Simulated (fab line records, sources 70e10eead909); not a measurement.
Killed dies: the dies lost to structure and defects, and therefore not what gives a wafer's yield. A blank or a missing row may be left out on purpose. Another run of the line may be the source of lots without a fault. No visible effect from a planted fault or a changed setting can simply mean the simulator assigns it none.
One fault through the eyes of 2 desks / flow nandHarc / each desk has only its own numbers; what lay behind them comes last

## METROLOGY DESK
What the gauges read for every lot (on any tool): the sampled wafers with a number, averaged. A lot is out of limits, marked OUT, if its mean lies more than 4 standard deviations from the usual mean; the brackets give that distance.
Columns: A = cdNm at NHARC_THIN_TSV_CD_MEAS_12, usual 1000.9 nm
lot=L499; first seen here=day 18 13:00; A=1001.6
lot=L498; first seen here=day 18 23:28; A=995.8
lot=L501; first seen here=day 19 13:26; A=999.8
lot=L500; first seen here=day 19 14:40; A=1001.6
lot=L502; first seen here=day 19 15:53; A=998.3
lot=L511; first seen here=day 21 10:55; A=1002.0
lot=L516; first seen here=day 23 01:30; A=1000.6
lot=L517; first seen here=day 23 03:53; A=1001.6
lot=L520; first seen here=day 24 03:43; A=998.2
lot=L518; first seen here=day 24 04:57; A=1000.0
lot=L519; first seen here=day 24 10:45; A=1003.8
lot=L521; first seen here=day 24 14:32; A=998.8
Result from this desk: across the 12 lots, nothing is out of limits.

## TOOL OWNER'S DESK, lithoTrack-03
The tool's own readings at NHARC_THIN_TSV_PEB_10 (peb time 85 s): means of the sampled wafers that have a number, for each lot that ran on this tool. A lot is out of limits, marked OUT, if its mean lies more than 4 standard deviations from the usual mean; the brackets give that distance.
Columns: A = chillPlateTempC at NHARC_THIN_TSV_PEB_10, usual 23.01 C; B = exhaustPa at NHARC_THIN_TSV_PEB_10, usual 45.1 Pa; C = plateTempC at NHARC_THIN_TSV_PEB_10, usual 118.00 C
lot=L499; first seen here=day 18 12:54; A=23.08; B=44.8; C=118.06
lot=L500; first seen here=day 19 14:34; A=23.06; B=44.5; C=117.90
lot=L511; first seen here=day 21 10:49; A=22.95; B=45.4; C=118.12
lot=L516; first seen here=day 23 01:25; A=22.81; B=44.3; C=118.07
lot=L517; first seen here=day 23 03:47; A=23.08; B=44.5; C=118.00
lot=L518; first seen here=day 24 04:52; A=23.00; B=44.8; C=117.88
lot=L519; first seen here=day 24 10:40; A=22.99; B=45.5; C=117.87
Result from this desk: across the 7 lots, nothing is out of limits.

## ALL TOGETHER
Metrology desk: nothing out of limits seen.
Nothing out of limits was seen by the tool owner's desk.

## WHAT THE SIMULATOR HAD PUT IN
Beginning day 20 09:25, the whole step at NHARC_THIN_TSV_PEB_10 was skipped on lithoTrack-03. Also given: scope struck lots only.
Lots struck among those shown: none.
